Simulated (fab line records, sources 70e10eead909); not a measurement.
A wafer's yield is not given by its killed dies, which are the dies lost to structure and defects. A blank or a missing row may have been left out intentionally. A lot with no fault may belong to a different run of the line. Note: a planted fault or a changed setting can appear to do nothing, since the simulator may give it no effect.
Problem report, 8D (eight disciplines) form, completed by code || flow nandHarc || the parts of the form that need people (team, actions taken, sign-off) are left out

== 1. THE ISSUE ==
Wafers without a fault read 1.003 a.u., standard deviation 0.011; oesProductAu at NHARC_THIN_TSV_ETCH_59 reads a mean of 0.919 a.u. on 2 wafers belonging to 2 lots. Relative to the usual mean, that is a shift of -7.7 standard deviations.
The step: etches the open film in Cl2/BCl3, target depth 880 nm, time 138.1 s.
First seen on wafer L203.4, day 23 04:29, on rieMetal-03. Wafers with a number at this step in the record: 42, from 14 lots. The rule behind "out" and "out of limits": a value lying over 4 standard deviations away from the usual mean. All remaining wafers that have a number are taken as sound.

== 2. WHAT IT IS; WHAT IT IS NOT ==
{"question": "which readings at this step", "is": "oesProductAu", "is not": "drypumpMotorCurrentA, throttleValvePct"}
{"question": "which lots", "is": "L203, L207", "is not": "L189, L191, L192, L193, L194, L195, L196, L197, L198, L199, L200, L201"}
{"question": "which wafers of those lots", "is": "L203.4, L207.6", "is not": "L203.1, L203.5, L207.1, L207.3"}
{"question": "read on which tools", "is": "rieMetal-03", "is not": "rieMetal-01, rieMetal-02"}
{"question": "when", "is": "from day 23 04:29", "is not": "up to then (38 sound wafers); but 2 sound wafers of L207 came after"}

== 3. THE SUSPECTS, EACH WITH WHAT RULES IT OUT ==
Counting: a tool at a process step up to the reading stays a suspect if it ran every lot that is out. Sound lots after the first of them don't rule it out here, since some wafers of a struck lot are sound.
- cmp-01 at NHARC_A_M0_CMP_23 (polishes, t overpolish 20 s, target thk 113.75 nm): kept. It ran every lot that is out, first L203 (day 21 22:43); its last sound lot up to then is L201 (day 20 23:35).
- rieMetal-03 at NHARC_THIN_TSV_ETCH_59 (etches the open film in Cl2/BCl3, target depth 880 nm, time 138.1 s): kept. It ran every lot that is out, first L203 (day 23 04:29); its last sound lot up to then is L200 (day 22 17:49). Its own readings are out on those wafers: oesProductAu.
After counting, cmp-01 at NHARC_A_M0_CMP_23 and rieMetal-03 at NHARC_THIN_TSV_ETCH_59 remain.

== 4. THE CAUSE (what the simulator had put in) ==
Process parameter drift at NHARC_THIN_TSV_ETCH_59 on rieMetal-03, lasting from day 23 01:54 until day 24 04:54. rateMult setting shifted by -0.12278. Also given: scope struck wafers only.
Counting leaves 2 suspects; this tool is one of them.

== 5. THE EFFECT CHAIN, in route order ==
Rows list readings where the struck wafers' mean (over those with a number) sits beyond 3 standard deviations from the usual. Only readings whose record carries a usual standard deviation are examined. hours: median over the lots of the time between each lot's start at the first step of this table that gives one and its start at this step. sigmas: the change, counted in usual standard deviations.
{"hours": 0, "step": "NHARC_THIN_TSV_ETCH_59", "reading": "oesProductAu", "usual": "1.003 a.u.", "on struck wafers": 0.919, "change": -0.084, "sigmas": -7.7}
The process steps in it:
- NHARC_THIN_TSV_ETCH_59: etches the open film in Cl2/BCl3, target depth 880 nm, time 138.1 s.

== 6. HOW IT WOULD HAVE BEEN CAUGHT EARLIER ==
In this record the first reading out of limits was taken at day 23 04:29, 3 hours after the fault began at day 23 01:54.
